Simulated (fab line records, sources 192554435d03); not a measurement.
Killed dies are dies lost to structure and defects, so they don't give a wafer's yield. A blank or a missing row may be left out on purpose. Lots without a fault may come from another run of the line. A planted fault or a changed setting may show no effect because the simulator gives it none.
fab line records | flow n5_finfet
record lots=24 wafers=72 last_day=18
route steps=1938 shown BEOL_M0_SAQP@678 BEOL_M1@769
lots that met no fault: from a run of the same line without faults
start_h: hours from the record's first day to the start of the lot's first wafer shown | wait_h: hours since the lot's step before | " the same as in the row above | L1.1+2: a row that stands for several wafers | - no value, or no start given | * or withheld: withheld | < > ~ a bound
route shown NAME@n: a module of which the file shows steps, and the number in the route of the first | usual: mean/standard deviation of fault-free wafers | same: alike in all rows | chamber/n: place in a boat | sites: the reading at each site | _std_site: their standard deviation | _edge_site: outer sites' mean less inner sites' | radius_mm: how far each site lies from the wafer's centre | mask NAME#n: copy n | behind: the tool/chamber that last shaped the wafer | hold: why the lot was held/for how many hours/how that ended | device: the transistor (n, p or np) that didn't switch | end of line: the same wafers' tests at the end of the route | a step without rows: its recipe alone | killed: dies lost to structure and defects at the first sort, not the wafer's yield | map: a wafer's dies, x killed, . not, _ none there
set.NAME: the setting as run; set.NAME@STEP: as run at that earlier step | model.NAME: the simulator's own value behind a step, which no gauge read
steps of the route over a sample of lots; a table a step, a row a wafer
services: from which hour (start_h, from the record's first day; less than 0 if before it) a tool's chamber was out of use, for how many hours, and why
## steps
# step N5_BEOL_M0_SAQP_MANDREL2_REMOVE_110
# recipe chemistry=HBr/Cl2/O2 bt_time_s=10 target=a-Si stop_on=SiCN endpoint=OES-SiCl over_etch_frac=1 icp_w=600 bias_w=30 HBr_flow_sccm=150 Cl2_flow_sccm=80 O2_flow_sccm=5 pressure_mtorr=10
# usual drypump_motor_current_A=5.7/0.43 oes_product_au=0.997/0.016 throttle_valve_pct=36.8/0.48
# columns lot.wafer tool chamber start_h wait_h drypump_motor_current_A oes_product_au rf_hours_counter_h throttle_valve_pct
L074.4 rie_si-02 0 109.44 0.1 5.8 1.041 89 36.8
L074.5 " 2 " " 5.5 1.004 - 36.8
L074.6 " 3 " " 6.1 0.994 - 37.1
L075.3 rie_si-06 0 114.99 0.1 5.2 0.996 103 36.7
L075.4 " 3 " " 5.9 1.008 21 36.4
L075.5 " 0 " " 5.2 0.990 - 36.7
L076.2 rie_si-06 0 122.72 0.1 5.2 0.973 103 36.7
L076.3 " 1 " " 5.9 0.990 130 36.1
L076.4 " 3 " " 5.9 0.990 21 36.4
L077.3 rie_si-06 2 130.17 0.1 6.0 0.991 164 37.5
L077.4 " 1 " " 5.9 0.994 130 36.1
L077.5 " 2 " " 6.0 0.977 - 37.5
L078.1 rie_si-06 3 136.33 0.1 5.9 0.990 21 36.4
L078.2 " 1 " " 5.9 0.984 130 36.1
L078.4 " 0 " " 5.2 0.977 103 36.7
L079.1 rie_si-06 2 142.47 0.1 6.0 0.993 165 37.5
L079.3 " 1 " " 5.9 0.984 130 36.1
L079.4 " 3 " " 6.0 1.000 21 36.4
L080.1 rie_si-06 3 152.43 0.1 5.9 1.002 22 36.4
L080.2 " 0 " " 5.2 0.976 103 36.7
L080.5 " 1 " " 5.9 0.980 - 36.1
L081.2 rie_si-02 2 153.73 0.1 5.5 1.018 142 36.7
L081.3 " 3 " " 6.2 0.993 25 37.1
L081.6 " 2 " " 5.5 1.010 - 36.8
L082.1 rie_si-01 0 159.92 0.1 5.2 0.993 97 36.4
L082.4 " 3 " " 5.3 0.984 133 36.8
L082.5 " 0 " " 5.2 0.995 - 36.4
L083.3 rie_si-01 0 163.98 0.1 5.2 0.983 97 36.4
L083.5 " 2 " " 5.0 1.022 - 36.6
L083.6 " 1 " " 6.7 0.998 - 37.2
L084.3 rie_si-02 2 168.43 0.1 5.6 1.008 142 36.8
L084.4 " 3 " " 6.2 0.993 26 37.1
L084.6 " 1 " " 5.6 0.985 - 37.8
L085.1 rie_si-01 3 176.58 0.1 5.2 0.986 133 36.8
L085.3 " 1 " " 6.6 0.993 139 37.2
L085.5 " 2 " " 5.1 1.017 - 36.5
L086.1 rie_si-06 0 187.00 0.1 5.2 0.966 104 36.7
L086.2 " 3 " " 5.9 1.001 22 36.4
L086.6 " 0 " " 5.2 0.973 - 36.7
L087.1 rie_si-02 3 199.73 0.1 6.2 0.991 26 37.1
L087.5 " 3 " " 6.2 1.000 - 37.1
L087.6 " 2 " " 5.5 1.012 - 36.8
L088.1 rie_si-02 2 201.98 0.1 5.6 1.006 142 36.8
L088.2 " 3 " " 6.2 0.995 26 37.1
L088.5 " 2 " " 5.6 1.005 - 36.7
L089.3 rie_si-01 3 205.79 0.1 5.3 0.980 133 36.8
L089.5 " 2 " " 5.1 1.022 - 36.6
L089.6 " 3 " " 5.3 0.977 - 36.8
L090.1 rie_si-01 0 207.89 0.1 5.2 1.000 98 36.4
L090.4 " 1 " " 6.6 0.990 139 37.2
L090.5 " 3 " " 5.3 0.983 - 36.8
L091.2 rie_si-01 1 216.32 0.1 6.6 1.005 139 37.2
L091.3 " 0 " " 5.2 1.000 98 36.4
L091.5 " 2 " " 5.1 1.007 - 36.5
L092.1 rie_si-06 3 217.99 0.1 5.9 0.999 22 36.4
L092.4 " 2 " " 6.0 0.999 166 37.5
L092.6 " 2 " " 6.1 0.992 - 37.5
L093.1 rie_si-01 1 225.27 0.1 6.6 0.999 140 37.2
L093.2 " 2 " " 5.0 1.024 77 36.5
L093.6 " 3 " " 5.3 0.987 - 36.8
L094.3 rie_si-02 2 232.95 0.1 5.6 1.010 143 36.8
L094.4 " 1 " " 5.6 0.986 83 37.8
L094.6 " 1 " " 5.6 0.982 - 37.8
L095.1 rie_si-06 1 242.00 0.1 5.9 0.983 132 36.1
L095.5 " 2 " " 6.0 0.988 - 37.5
L095.6 " 1 " " 6.0 0.990 - 36.1
L096.1 rie_si-02 2 244.61 0.1 5.5 1.014 143 36.7
L096.2 " 3 " " 6.2 1.002 27 37.1
L096.4 " 1 " " 5.6 0.984 83 37.8
L097.3 rie_si-06 1 250.27 0.1 5.9 0.988 132 36.1
L097.4 " 0 " " 5.2 0.980 105 36.7
L097.6 " 3 " " 5.9 0.994 - 36.4
# step N5_BEOL_M0_SAQP_INSPECT_42
# recipe mode=adi inspect_instrument=brightfield
# usual raw_defect_count=281/82
# columns lot.wafer tool chamber start_h wait_h raw_defect_count
L074.4 defect_inspect-01 - 109.95 0.0 175
L074.5 " - " " 168
L074.6 " - " " 360
L075.3 defect_inspect-01 - 115.51 0.0 433
L075.4 " - " " 330
L075.5 " - " " 411
L076.2 defect_inspect-02 - 123.37 0.0 415
L076.3 " - " " 337
L076.4 " - " " 206
L077.3 defect_inspect-02 - 130.69 0.1 478
L077.4 " - " " 431
L077.5 " - " " 373
L078.1 defect_inspect-02 - 136.84 0.1 153
L078.2 " - " " 277
L078.4 " - " " 238
L079.1 defect_inspect-01 - 142.98 0.1 251
L079.3 " - " " 302
L079.4 " - " " 292
L080.1 defect_inspect-02 - 153.06 0.1 156
L080.2 " - " " 272
L080.5 " - " " 278
L081.2 defect_inspect-02 - 154.36 0.0 244
L081.3 " - " " 237
L081.6 " - " " 430
L082.1 defect_inspect-02 - 160.55 0.1 339
L082.4 " - " " 262
L082.5 " - " " 202
L083.3 defect_inspect-02 - 164.61 0.0 281
L083.5 " - " " 360
L083.6 " - " " 288
L084.3 defect_inspect-02 - 169.06 0.0 347
L084.4 " - " " 318
L084.6 " - " " 284
L085.1 defect_inspect-02 - 177.21 0.1 283
L085.3 " - " " 326
L085.5 " - " " 295
L086.1 defect_inspect-02 - 187.51 0.1 178
L086.2 " - " " 226
L086.6 " - " " 241
L087.1 defect_inspect-02 - 200.39 0.1 275
L087.5 " - " " 198
L087.6 " - " " 232
L088.1 defect_inspect-01 - 202.49 0.1 204
L088.2 " - " " 221
L088.5 " - " " 258
L089.3 defect_inspect-02 - 206.43 0.0 299
L089.5 " - " " 325
L089.6 " - " " 242
L090.1 defect_inspect-01 - 208.39 0.1 321
L090.4 " - " " 164
L090.5 " - " " 340
L091.2 defect_inspect-02 - 216.82 0.0 228
L091.3 " - " " 255
L091.5 " - " " 230
L092.1 defect_inspect-01 - 218.49 0.1 202
L092.4 " - " " 256
L092.6 " - " " 251
L093.1 defect_inspect-01 - 225.77 0.1 446
L093.2 " - " " 499
L093.6 " - " " 439
L094.3 defect_inspect-01 - 233.46 0.0 155
L094.4 " - " " 234
L094.6 " - " " 311
L095.1 defect_inspect-02 - 242.50 0.1 175
L095.5 " - " " 196
L095.6 " - " " 208
L096.1 defect_inspect-02 - 245.11 0.1 171
L096.2 " - " " 337
L096.4 " - " " 375
L097.3 defect_inspect-02 - 250.90 0.0 277
L097.4 " - " " 303
L097.6 " - " " 330
# step N5_BEOL_M0_SAQP_STRIP_75
# recipe chemistry=CF4 resist=SiARC power_w=300 bias_power_w=75 pressure_mtorr=50 cf4_flow_sccm=150 rf_frequency_hz=6e+07
# usual drypump_motor_current_A=5.8/0.53 oes_product_au=0.176/0.018 rf_vpp_V=271.3/1.4 showerhead_plenum_p_Torr=1.80/0.062 throttle_valve_pct=13.57/0.2
# columns lot.wafer tool chamber start_h wait_h drypump_motor_current_A oes_product_au rf_hours_counter_h rf_vpp_V showerhead_plenum_p_Torr throttle_valve_pct
L074.4 rie_diel-02 1 110.89 0.1 5.1 0.164 206 271.4 1.88 13.57
L074.5 " 1 " " 5.1 0.167 - 272.5 1.88 13.57
L074.6 " 0 " " 6.4 0.156 - 270.8 1.86 13.83
L075.3 rie_diel-06 1 116.45 0.1 5.4 0.197 38 271.5 1.81 13.11
L075.4 " 0 " " 5.9 0.172 176 273.1 1.86 13.79
L075.5 " 1 " " 5.4 0.194 - 272.8 1.81 13.12
L076.2 rie_diel-02 3 124.41 0.1 6.5 0.174 173 271.5 1.79 13.63
L076.3 " 0 " " 6.4 0.155 248 272.5 1.86 13.84
L076.4 " 2 " " 6.4 0.167 167 269.7 1.71 13.51
L077.3 rie_diel-02 2 131.64 0.1 6.3 0.171 170 269.2 1.71 13.52
L077.4 " 1 " " 5.1 0.166 212 273.0 1.88 13.59
L077.5 " 2 " " 6.3 0.169 - 268.3 1.71 13.53
L078.1 rie_diel-06 3 137.92 0.1 5.2 0.171 158 269.4 1.72 13.52
L078.2 " 2 " " 6.2 0.206 20 270.3 1.75 13.52
L078.4 " 0 " " 5.9 0.170 182 272.5 1.86 13.82
L079.1 rie_diel-06 0 143.92 0.1 5.9 0.166 184 272.9 1.85 13.80
L079.3 " 3 " " 5.2 0.174 160 269.3 1.72 13.52
L079.4 " 2 " " 6.1 0.202 22 269.8 1.75 13.50
L080.1 rie_diel-06 1 154.04 0.1 5.4 0.206 51 272.6 1.81 13.16
L080.2 " 0 " " 5.9 0.164 188 273.5 1.85 13.81
L080.5 " 0 " " 5.9 0.164 - 271.8 1.85 13.82
L081.2 rie_diel-02 2 155.31 0.1 6.3 0.168 178 269.7 1.71 13.54
L081.3 " 3 " " 6.4 0.160 183 271.0 1.78 13.63
L081.6 " 1 " " 5.1 0.159 - 271.8 1.87 13.60
L082.1 rie_diel-02 0 161.50 0.1 6.4 0.229 4 270.7 1.86 13.27
L082.4 " 1 " " 5.0 0.161 220 272.0 1.87 13.62
L082.5 " 3 " " 6.4 0.169 - 272.2 1.78 13.66
L083.3 rie_diel-06 3 165.62 0.1 5.2 0.166 167 270.4 1.72 13.55
L083.5 " 1 " " 5.4 0.196 - 272.1 1.81 13.17
L083.6 " 2 " " 6.1 0.205 - 272.2 1.75 13.53
L084.3 rie_diel-02 3 170.08 0.1 6.4 0.170 187 271.1 1.78 13.66
L084.4 " 2 " " 6.3 0.168 182 269.6 1.71 13.55
L084.6 " 0 " " 6.4 0.229 - 271.1 1.86 13.29
L085.1 rie_diel-04 3 178.21 0.1 5.9 0.161 234 270.5 1.73 13.88
L085.3 " 0 " " 5.3 0.167 152 271.5 1.85 13.59
L085.5 " 2 " " 4.9 0.172 - 271.1 1.87 13.75
L086.1 rie_diel-04 3 188.45 0.1 5.9 0.160 235 269.1 1.73 13.85
L086.2 " 2 " " 4.9 0.171 201 271.7 1.87 13.75
L086.6 " 1 " " 6.2 0.167 - 272.9 1.87 13.54
L087.1 rie_diel-06 3 201.47 0.1 5.2 0.167 176 269.1 1.71 13.56
L087.5 " 3 " " 5.2 0.160 - 268.6 1.71 13.55
L087.6 " 0 " " 5.9 0.165 - 272.5 1.85 13.85
L088.1 rie_diel-04 1 203.43 0.1 6.3 0.168 204 273.4 1.87 13.53
L088.2 " 3 " " 5.9 0.158 240 268.2 1.73 13.88
L088.5 " 0 " " 5.3 0.172 - 271.4 1.84 13.60
L089.3 rie_diel-04 0 207.37 0.1 5.3 0.170 160 273.4 1.84 13.60
L089.5 " 3 " " 5.9 0.157 - 268.1 1.73 13.89
L089.6 " 2 " " 4.9 0.170 - 273.3 1.87 13.77
L090.1 rie_diel-06 0 209.46 0.1 5.9 0.168 204 271.5 1.85 13.87
L090.4 " 2 " " 6.1 0.205 40 270.2 1.74 13.55
L090.5 " 3 " " 5.2 0.172 - 269.1 1.71 13.56
L091.2 rie_diel-06 2 217.98 0.1 6.1 0.199 42 272.2 1.74 13.55
L091.3 " 3 " " 5.2 0.166 180 270.4 1.71 13.56
L091.5 " 2 " " 6.1 0.199 - 271.1 1.74 13.55
L092.1 rie_diel-02 3 219.56 0.1 6.4 0.166 201 271.3 1.78 13.69
L092.4 " 1 " " 5.1 0.160 238 271.4 1.87 13.66
L092.6 " 0 " " 6.4 0.223 - 271.6 1.85 13.32
L093.1 rie_diel-06 2 227.10 0.1 6.2 0.207 45 270.3 1.74 13.55
L093.2 " 0 " " 5.9 0.165 209 272.2 1.85 13.87
L093.6 " 1 " " 5.4 0.190 - 271.7 1.80 13.21
L094.3 rie_diel-06 0 234.57 0.1 5.9 0.156 212 272.6 1.85 13.86
L094.4 " 2 " " 6.2 0.193 47 271.2 1.74 13.58
L094.6 " 3 " " 5.2 0.160 - 271.0 1.71 13.59
L095.1 rie_diel-06 3 243.67 0.1 5.2 0.165 187 269.2 1.71 13.58
L095.5 " 1 " " 5.4 0.187 - 271.8 1.80 13.20
L095.6 " 2 " " 6.2 0.198 - 270.9 1.74 13.58
L096.1 rie_diel-04 0 246.06 0.1 5.3 0.173 172 272.5 1.84 13.63
L096.2 " 2 " " 4.9 0.160 220 271.0 1.87 13.81
L096.4 " 2 " " 4.9 0.164 - 271.7 1.87 13.79
L097.3 rie_diel-02 1 252.48 0.1 5.1 0.164 247 272.9 1.87 13.65
L097.4 " 0 " " 6.4 0.204 30 271.7 1.85 13.31
L097.6 " 2 " " 6.3 0.166 - 269.4 1.70 13.60
# step N5_BEOL_M1_ETCH_63
# recipe chemistry=CF4 target=SiARC target_depth_a=156 mask_material=CAR-EUV time_s=26 ion_energy_ev=80 pressure_mtorr=40 source_w=545 bias_w=36 Ar_flow_sccm=100 cf4_flow_sccm=100 ends=cleared
# usual drypump_motor_current_A=5.8/0.53 etch_rf_on_time_s=26.0/1 oes_product_au=0.65/0.076 rf_vpp_V=184.1/1.2 showerhead_plenum_p_Torr=2.15/0.071 throttle_valve_pct=15.57/0.18
# columns lot.wafer tool chamber start_h wait_h drypump_motor_current_A etch_rf_on_time_s oes_product_au rf_hours_counter_h rf_vpp_V showerhead_plenum_p_Torr throttle_valve_pct
L074.4 rie_diel-04 0 121.80 0.0 5.4 26.2 0.65 133 185.8 2.22 15.59
L074.5 " 0 " " 5.3 26.1 0.65 - 186.6 2.22 15.57
L074.6 " 3 " " 5.9 26.7 0.60 - 183.4 2.05 15.78
L075.3 rie_diel-06 0 126.29 0.0 5.9 26.1 0.63 179 185.0 2.21 15.79
L075.4 " 3 " " 5.2 25.4 0.63 155 181.7 2.04 15.48
L075.5 " 1 " " 5.4 25.7 0.74 - 183.9 2.17 15.17
L076.2 rie_diel-06 1 132.67 0.0 5.4 25.4 0.75 44 184.5 2.17 15.16
L076.3 " 3 " " 5.2 25.2 0.63 157 183.2 2.04 15.50
L076.4 " 2 " " 6.2 25.2 0.79 19 183.5 2.10 15.61
L077.3 rie_diel-04 0 141.99 0.0 5.3 26.7 0.65 140 183.7 2.22 15.60
L077.4 " 1 " " 6.2 26.0 0.63 - 184.5 2.23 15.44
L077.5 " 0 " " 5.3 26.7 0.64 - 184.0 2.22 15.60
L078.1 rie_diel-02 3 147.45 0.0 6.4 27.6 0.60 180 183.6 2.14 15.67
L078.2 " 1 " " 5.1 25.6 0.61 216 185.1 2.21 15.49
L078.4 " 1 " " 5.1 25.5 0.61 - 185.5 2.21 15.48
L079.1 rie_diel-06 3 153.76 0.0 5.2 25.4 0.64 164 183.0 2.04 15.52
L079.3 " 2 " " 6.1 25.2 0.78 26 183.3 2.10 15.62
L079.4 " 1 " " 5.4 26.0 0.73 51 184.9 2.17 15.16
L080.1 rie_diel-02 1 160.05 0.0 5.1 25.7 0.60 219 185.2 2.21 15.50
L080.2 " 2 " " 6.3 25.2 0.64 178 182.6 2.05 15.58
L080.5 " 1 " " 5.1 25.8 0.61 - 185.0 2.21 15.49
L081.2 rie_diel-04 2 164.00 0.0 4.9 25.4 0.63 194 184.9 2.21 15.66
L081.3 " 1 " " 6.2 26.3 0.62 192 185.7 2.23 15.47
L081.6 " 2 " " 4.9 25.4 0.64 - 183.0 2.21 15.67
L082.1 rie_diel-06 0 169.63 0.0 5.9 25.7 0.62 194 183.2 2.21 15.83
L082.4 " 2 " " 6.2 25.1 0.78 31 182.8 2.10 15.64
L082.5 " 1 " " 5.4 25.7 0.72 - 184.6 2.16 15.19
L083.3 rie_diel-04 2 175.22 0.0 4.9 25.8 0.63 199 183.7 2.21 15.67
L083.5 " 3 " " 5.9 28.0 0.57 - 183.0 2.04 15.80
L083.6 " 0 " " 5.3 26.6 0.64 - 184.1 2.22 15.62
L084.3 rie_diel-06 2 185.60 0.0 6.2 25.1 0.77 34 184.3 2.10 15.64
L084.4 " 0 " " 5.9 25.6 0.62 197 185.5 2.21 15.83
L084.6 " 2 " " 6.2 25.2 0.77 - 182.9 2.10 15.66
L085.1 rie_diel-04 0 187.61 0.0 5.3 26.7 0.64 154 183.2 2.21 15.62
L085.3 " 2 " " 4.9 25.9 0.63 201 184.0 2.21 15.67
L085.5 " 3 " " 5.9 27.8 0.57 - 183.1 2.04 15.82
L086.1 rie_diel-02 2 195.39 0.0 6.3 25.5 0.62 189 182.1 2.04 15.60
L086.2 " 3 " " 6.5 28.2 0.59 193 183.8 2.13 15.70
L086.6 " 2 " " 6.3 25.4 0.63 - 182.0 2.04 15.60
L087.1 rie_diel-02 1 209.59 0.0 5.1 25.9 0.59 235 184.5 2.20 15.52
L087.5 " 3 " " 6.5 28.1 0.59 - 183.4 2.13 15.69
L087.6 " 0 " " 6.4 24.3 0.83 - 184.1 2.19 15.27
L088.1 rie_diel-02 1 209.82 0.0 5.1 25.6 0.60 235 185.9 2.20 15.52
L088.2 " 0 " " 6.4 23.9 0.83 18 184.7 2.19 15.28
L088.5 " 3 " " 6.5 27.9 0.59 - 183.8 2.13 15.71
L090.1 rie_diel-04 0 218.43 0.0 5.3 27.4 0.62 163 184.8 2.21 15.65
L090.4 " 2 " " 4.9 26.2 0.62 211 184.6 2.21 15.68
L090.5 " 3 " " 5.9 28.2 0.56 - 182.4 2.04 15.83
L089.3 rie_diel-06 0 219.59 0.0 5.9 25.8 0.61 207 185.0 2.20 15.85
L089.5 " 1 " " 5.4 25.9 0.70 - 185.3 2.16 15.21
L089.6 " 2 " " 6.2 25.3 0.75 - 183.8 2.09 15.66
L091.2 rie_diel-04 0 228.59 0.0 5.3 26.7 0.62 167 185.2 2.21 15.65
L091.3 " 3 " " 5.9 27.5 0.57 247 182.6 2.04 15.84
L091.5 " 1 " " 6.2 26.3 0.60 - 184.2 2.22 15.50
L092.1 rie_diel-02 1 228.80 0.0 5.1 26.1 0.59 239 184.7 2.20 15.54
L092.4 " 2 " " 6.3 25.6 0.62 199 183.6 2.04 15.61
L092.6 " 0 " " 6.4 24.3 0.82 - 184.0 2.19 15.29
L093.1 rie_diel-02 2 235.05 0.0 6.3 25.5 0.62 201 183.7 2.04 15.62
L093.2 " 1 " " 5.1 26.2 0.58 242 185.2 2.20 15.54
L093.6 " 1 " " 5.1 26.2 0.59 - 184.9 2.20 15.53
L094.3 rie_diel-04 2 243.88 0.0 4.9 25.9 0.61 220 185.0 2.21 15.71
L094.4 " 0 " " 5.3 27.0 0.62 - 186.3 2.21 15.68
L094.6 " 1 " " 6.3 26.6 0.60 - 186.5 2.22 15.53
L095.1 rie_diel-06 3 251.08 0.0 5.2 25.6 0.61 189 182.9 2.03 15.56
L095.5 " 2 " " 6.2 25.5 0.74 - 183.1 2.09 15.67
L095.6 " 1 " " 5.4 25.9 0.69 - 184.1 2.16 15.23
L096.1 rie_diel-02 3 256.05 0.0 6.5 28.2 0.57 213 183.2 2.13 15.75
L096.2 " 1 " " 5.1 25.6 0.59 248 184.5 2.20 15.55
L096.4 " 2 " " 6.3 25.6 0.61 209 184.5 2.04 15.65
L097.3 rie_diel-06 2 263.13 0.0 6.1 25.4 0.74 55 184.4 2.09 15.70
L097.4 " 3 " " 5.2 25.7 0.61 193 182.0 2.03 15.57
L097.6 " 2 " " 6.2 25.2 0.74 - 182.6 2.09 15.69
# step N5_BEOL_M1_CD_MEAS_28
# recipe landing_energy_ev=500 detector=se_inlens target_cd_y_nm=23.3
# usual cd_nm=23.94/0.25
# columns lot.wafer tool chamber start_h wait_h cd_nm
L074.4 cd_sem-03 0 122.77 - 23.92
L074.5 " 0 " " 23.95
L074.6 " 0 " " 23.61
L075.3 cd_sem-01 0 127.12 - 24.17
L075.4 " 0 " " 24.06
L075.5 " 0 " " 24.67
L076.2 cd_sem-02 0 133.52 - 23.72
L076.3 " 0 " " 24.10
L076.4 " 0 " " 23.48
L077.3 cd_sem-03 0 142.69 - 24.01
L077.4 " 0 " " 24.07
L077.5 " 0 " " 23.69
L078.1 cd_sem-03 0 148.15 - 23.57
L078.2 " 0 " " 24.19
L078.4 " 0 " " 23.76
L079.1 cd_sem-01 0 154.67 - 23.62
L079.3 " 0 " " 23.98
L079.4 " 0 " " 23.83
L080.1 cd_sem-01 0 160.88 - 23.91
L080.2 " 0 " " 23.70
L080.5 " 0 " " 24.06
L081.2 cd_sem-01 0 164.82 - 23.60
L081.3 " 0 " " 23.97
L081.6 " 0 " " 24.11
L082.1 cd_sem-01 0 170.45 - 23.58
L082.4 " 0 " " 24.42
L082.5 " 0 " " 24.32
L083.3 cd_sem-01 0 176.05 - 23.63
L083.5 " 0 " " 24.09
L083.6 " 0 " " 24.21
L084.3 cd_sem-01 0 186.30 - 23.63
L084.4 " 0 " " 24.09
L084.6 " 0 " " 24.20
L085.1 cd_sem-02 0 188.43 - 23.81
L085.3 " 0 " " 24.33
L085.5 " 0 " " 23.95
L086.1 cd_sem-01 0 196.21 - 24.50
L086.2 " 0 " " 23.84
L086.6 " 0 " " 24.23
L087.1 cd_sem-01 0 210.38 - 24.38
L087.5 " 0 " " 23.85
L087.6 " 0 " " 23.81
L088.1 cd_sem-03 0 210.51 - 24.18
L088.2 " 0 " " 24.18
L088.5 " 0 " " 24.06
L090.1 cd_sem-03 0 219.30 - 24.04
L090.4 " 0 " " 23.66
L090.5 " 0 " " 23.89
L089.3 cd_sem-02 0 220.50 - 23.85
L089.5 " 0 " " 23.86
L089.6 " 0 " " 23.70
L091.2 cd_sem-01 0 229.50 - 23.99
L091.3 " 0 " " 23.76
L091.5 " 0 " " 23.45
L092.1 cd_sem-03 0 229.68 - 23.97
L092.4 " 0 " " 24.02
L092.6 " 0 " " 24.28
L093.1 cd_sem-02 0 235.74 - 23.65
L093.2 " 0 " " 24.04
L093.6 " 0 " " 24.09
L094.3 cd_sem-03 0 244.71 - 24.30
L094.4 " 0 " " 23.60
L094.6 " 0 " " 24.30
L095.1 cd_sem-02 0 251.79 - 23.90
L095.5 " 0 " " 24.11
L095.6 " 0 " " 24.13
L096.1 cd_sem-03 0 256.75 - 23.67
L096.2 " 0 " " 23.91
L096.4 " 0 " " 23.63
L097.3 cd_sem-02 0 263.95 - 24.14
L097.4 " 0 " " 24.02
L097.6 " 0 " " 24.34
# step N5_BEOL_M1_OVL_MEAS_29
# recipe points_per_wafer=522
# usual V0_OVL=-0.2/0.69
# columns lot.wafer tool chamber start_h wait_h V0_OVL[nm]
L074.4 overlay-02 0 122.82 0.0 0.4
L074.5 " 0 " " 0.3
L074.6 " 0 " " 0.3
L075.3 overlay-01 0 127.16 0.0 -0.3
L075.4 " 0 " " -0.9
L075.5 " 0 " " -0.4
L076.2 overlay-02 0 133.55 0.0 0.4
L076.3 " 0 " " -0.7
L076.4 " 0 " " -0.9
L077.3 overlay-01 0 142.73 0.0 -1.3
L077.4 " 0 " " -0.2
L077.5 " 0 " " -1.2
L078.1 overlay-01 0 148.18 0.0 -2.2
L078.2 " 0 " " -1.2
L078.4 " 0 " " -1.5
L079.1 overlay-02 0 154.70 0.0 -1.0
L079.3 " 0 " " -1.1
L079.4 " 0 " " -1.0
L080.1 overlay-01 0 160.91 0.0 -0.9
L080.2 " 0 " " 0.1
L080.5 " 0 " " -0.6
L081.2 overlay-01 0 164.86 0.0 -1.1
L081.3 " 0 " " -1.2
L081.6 " 0 " " -1.1
L082.1 overlay-01 0 170.48 0.0 -0.7
L082.4 " 0 " " 0.6
L082.5 " 0 " " -1.6
L083.3 overlay-02 0 176.09 0.0 -0.9
L083.5 " 0 " " -0.1
L083.6 " 0 " " -0.8
L084.3 overlay-02 0 186.34 0.0 0.2
L084.4 " 0 " " -0.6
L084.6 " 0 " " 0.5
L085.1 overlay-01 0 188.46 0.0 -0.3
L085.3 " 0 " " -0.5
L085.5 " 0 " " -0.4
L086.1 overlay-01 0 196.24 0.0 0.6
L086.2 " 0 " " 0.7
L086.6 " 0 " " -0.2
L087.1 overlay-01 0 210.41 0.0 0.7
L087.5 " 0 " " 1.2
L087.6 " 0 " " 1.1
L088.1 overlay-02 0 210.54 0.0 0.1
L088.2 " 0 " " 0.6
L088.5 " 0 " " 0.3
L090.1 overlay-01 0 219.33 0.0 0.4
L090.4 " 0 " " 0.4
L090.5 " 0 " " -0.1
L089.3 overlay-02 0 220.54 0.0 -0.2
L089.5 " 0 " " -0.5
L089.6 " 0 " " -0.4
L091.2 overlay-02 0 229.53 0.0 -0.4
L091.3 " 0 " " 0.1
L091.5 " 0 " " 0.9
L092.1 overlay-01 0 229.71 0.0 0.3
L092.4 " 0 " " 0.4
L092.6 " 0 " " -0.7
L093.1 overlay-01 0 235.77 0.0 0.5
L093.2 " 0 " " 0.2
L093.6 " 0 " " -0.7
L094.3 overlay-02 0 244.75 0.0 -0.2
L094.4 " 0 " " 0.8
L094.6 " 0 " " -0.2
L095.1 overlay-02 0 251.82 0.0 -0.7
L095.5 " 0 " " -0.8
L095.6 " 0 " " -0.3
L096.1 overlay-01 0 256.78 0.0 0.0
L096.2 " 0 " " 0.0
L096.4 " 0 " " -0.3
L097.3 overlay-02 0 263.99 0.0 0.3
L097.4 " 0 " " 0.4
L097.6 " 0 " " 0.1
## services
# columns tool chamber start_h hours kind
rie_si-06 0 89.52 1.2 repair
rie_diel-04 2 105.53 3.5 repair
rie_diel-02 0 133.14 - clean
rie_diel-02 0 133.14 - consumable_replace:focus_ring
rie_diel-02 0 133.14 16.0 scheduled_down
rie_diel-02 0 133.14 16.0 vent_cycle
rie_si-01 1 133.49 2.0 repair
rie_diel-04 2 140.05 19.5 repair
rie_si-02 - 146.73 2.8 pm
rie_si-01 3 161.33 11.2 repair
rie_si-02 3 170.94 14.0 repair
rie_si-06 - 171.15 0.3 repair
rie_diel-04 3 180.80 1.6 repair
rie_si-01 2 188.42 3.4 repair
rie_si-02 - 215.55 1.0 repair
rie_diel-02 1 222.31 5.3 repair
rie_diel-04 3 237.79 - clean
rie_diel-04 3 237.79 - consumable_replace:focus_ring
rie_diel-04 3 237.79 - consumable_replace:showerhead
rie_diel-04 3 237.79 23.2 scheduled_down
rie_diel-04 3 237.79 23.2 vent_cycle
## key
fault none
